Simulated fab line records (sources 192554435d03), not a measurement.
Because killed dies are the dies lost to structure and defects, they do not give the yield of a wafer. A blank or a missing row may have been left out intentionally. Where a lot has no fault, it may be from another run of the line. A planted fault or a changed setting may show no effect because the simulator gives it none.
Chamber matching + flow n5_finfet + rie_diel-01 running N5_BEOL_M0_STRIP_142: 4 sister chambers
The step strips in N2/H2, time 10 s. 8 wafers are shown with their chamber, then 8 later ones without.

== EACH WAFER AND ITS CHAMBER ==
| wafer  | chamber | drypump_motor_current_A (A) | throttle_valve_pct (%) |
|--------|---------|-----------------------------|------------------------|
| L082.3 | 2       | 5.0                         | 23.36                  |
| L087.4 | 2       | 5.0                         | 23.36                  |
| L087.6 | 0       | 6.5                         | 23.58                  |
| L090.2 | 1       | 5.6                         | 23.97                  |
| L091.1 | 0       | 6.5                         | 23.61                  |
| L091.3 | 1       | 5.7                         | 23.99                  |
| L091.6 | 3       | 5.2                         | 24.01                  |
| L092.1 | 3       | 5.2                         | 24.00                  |

== WAFERS WHOSE CHAMBER IS MISSING ==
| wafer  | drypump_motor_current_A (A) | throttle_valve_pct (%) |
|--------|-----------------------------|------------------------|
| L092.2 | 5.0                         | 23.07                  |
| L092.6 | 5.2                         | 24.00                  |
| L093.3 | 5.2                         | 24.01                  |
| L093.4 | 5.0                         | 23.08                  |
| L093.5 | 6.5                         | 23.62                  |
| L096.2 | 5.2                         | 24.01                  |
| L096.3 | 5.7                         | 23.99                  |
| L096.6 | 5.7                         | 23.99                  |

== EACH ONE'S CHAMBER ==
| wafer  | from the rows above | in truth |
|--------|---------------------|----------|
| L092.2 | 2                   | 2        |
| L092.6 | 3                   | 3        |
| L093.3 | 3                   | 3        |
| L093.4 | 2                   | 2        |
| L093.5 | 0                   | 0        |
| L096.2 | 3                   | 3        |
| L096.3 | 1                   | 1        |
| L096.6 | 1                   | 1        |
8 of 8 placed correctly. From these rows, 0 cannot be placed. Wrongly placed: 0.
How it was worked out, from the rows above alone: a wafer's distance from a chamber is the root of the sum, over the readings, of the square of ((its reading less the chamber's mean) divided by the reading's scatter). If the next closest chamber is less than 2 further off than the closest, the wafer can't be placed; otherwise it belongs to the closest. The mean given for a chamber averages the wafers shown for that chamber. The scatter: take each reading less its chamber's mean, square it, sum over the shown wafers, divide by the number of wafers less the number of chambers, and take the root.
